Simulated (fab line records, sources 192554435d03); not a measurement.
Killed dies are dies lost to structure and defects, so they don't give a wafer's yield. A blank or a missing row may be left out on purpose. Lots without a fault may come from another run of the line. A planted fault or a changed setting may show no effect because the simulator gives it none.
Split-lot experiment | flow n5_finfet | 7 lots, 21 wafers read, on a route of 1938 steps

THE SPLIT
At N5_BEOL_M12_CMP_49 (polishes, stops on SiOC, t overpolish 20.6 s, target thk 320 nm), the setting down_force_psi was moved away from the recipe's 1 psi on 5 of the 21 wafers read, by -21.5% to +7.8%. The other wafers ran this setting at the recipe's value.

The reading is taken at the split's own step.

THE READING
barrier_field_endpoint_s, in s, at N5_BEOL_M12_CMP_49 (polishes, stops on SiOC, t overpolish 20.6 s, target thk 320 nm). Fault-free wafers of this fab line usually give 30.5 s, standard deviation 0.84 s.

wafer  | tool, chamber at the split | down_force_psi as run, psi | against the recipe | barrier_field_endpoint_s, s | against lot-mates on the recipe
L074.1 | cmp-03, 1                  | 0.8028                     | -19.7%             | 38.1                        | +7.9
L074.2 | cmp-03, 3                  | 1                          | recipe             | 29.6                        | -
L074.3 | cmp-03, 0                  | 1                          | recipe             | 30.9                        | -
L079.2 | cmp-02, 1                  | 1                          | recipe             | 30.1                        | -
L079.3 | cmp-02, 2                  | 1                          | recipe             | 30.0                        | -
L079.4 | cmp-02, 3                  | 1                          | recipe             | 30.3                        | -
L080.1 | cmp-02, 3                  | 1                          | recipe             | 29.9                        | -
L080.2 | cmp-02, 1                  | 1                          | recipe             | 30.8                        | -
L080.5 | cmp-02, 3                  | 1                          | recipe             | 30.4                        | -
L082.4 | cmp-03, 3                  | 1.078                      | +7.8%              | 27.3                        | -2.7
L082.3 | cmp-03, 0                  | 1.078                      | +7.8%              | 28.8                        | -1.2
L082.1 | cmp-03, 2                  | 1                          | recipe             | 30.0                        | -
L085.3 | cmp-03, 0                  | 1                          | recipe             | 30.8                        | -
L085.1 | cmp-03, 1                  | 1                          | recipe             | 31.2                        | -
L085.4 | cmp-03, 2                  | 1                          | recipe             | 30.6                        | -
L089.3 | cmp-02, 3                  | 1                          | recipe             | 30.6                        | -
L089.1 | cmp-02, 2                  | 0.785                      | -21.5%             | 40.3                        | +9.7
L089.5 | cmp-02, 3                  | 0.785                      | -21.5%             | 39.1                        | +8.5
L091.2 | cmp-01, 1                  | 1                          | recipe             | 31.4                        | -
L091.1 | cmp-01, 2                  | 1                          | recipe             | 29.7                        | -
L091.5 | cmp-01, 1                  | 1                          | recipe             | 30.7                        | -

THE FIT
A straight line over all 21 wafers: barrier_field_endpoint_s changes by -0.405 s for each +1% of down_force_psi; r = -0.98; the points scatter about the line by 0.63 s.
The same after taking each lot's own level away (the mean of its wafers on the recipe; 21 wafers): -0.396 s for each +1%; r = -0.98; scatter 0.63 s.
On that fit, the largest move of down_force_psi shifts the reading by 8.5 s.
The lots' own levels span 30.00 to 30.87 s, that is 1.0 times the standard deviation above.
So the lot-to-lot level changes the slope little: the two slopes agree.
Check: with one of the wafers moved furthest among these (-21.5%) left out of the fit, the line predicts +8.19 s for it against its lot-mates. It came out at +9.7 s against them.
Tool readings at the split's step, against how far the setting was moved: barrier_field_endpoint_s r = -0.98.

OTHER SPLITS ON THESE WAFERS
These wafers also went through other splits before the reading. Each is held against what the fit with the lots' levels taken away leaves over:
other split on the same wafers   | wafers away from the commonest value | r with barrier_field_endpoint_s (lot level and that fit taken away)
N5_BEOL_M8_ETCH_65 source_w      | 8                                    | -0.11
N5_BEOL_M8_TRENCH_ETCH_37 bias_w | 7                                    | -0.08
N5_BEOL_M9_EXPOSE_25 dose_mj     | 7                                    | +0.30
N5_BEOL_M10_COAT_63 spin_rpm     | 10                                   | +0.07
N5_BEOL_M10_EXPOSE_25 dose_mj    | 5                                    | +0.02
N5_BEOL_M11_COAT_63 spin_rpm     | 5                                    | +0.21
N5_BEOL_M11_COAT_22 spin_rpm     | 6                                    | -0.08
N5_BEOL_M12_ETCH_67 source_w     | 4                                    | -0.34

THE FILE'S OWN FIT
barrier_field_endpoint_s changes by -0.4 s for each +1% of down_force_psi, r = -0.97.
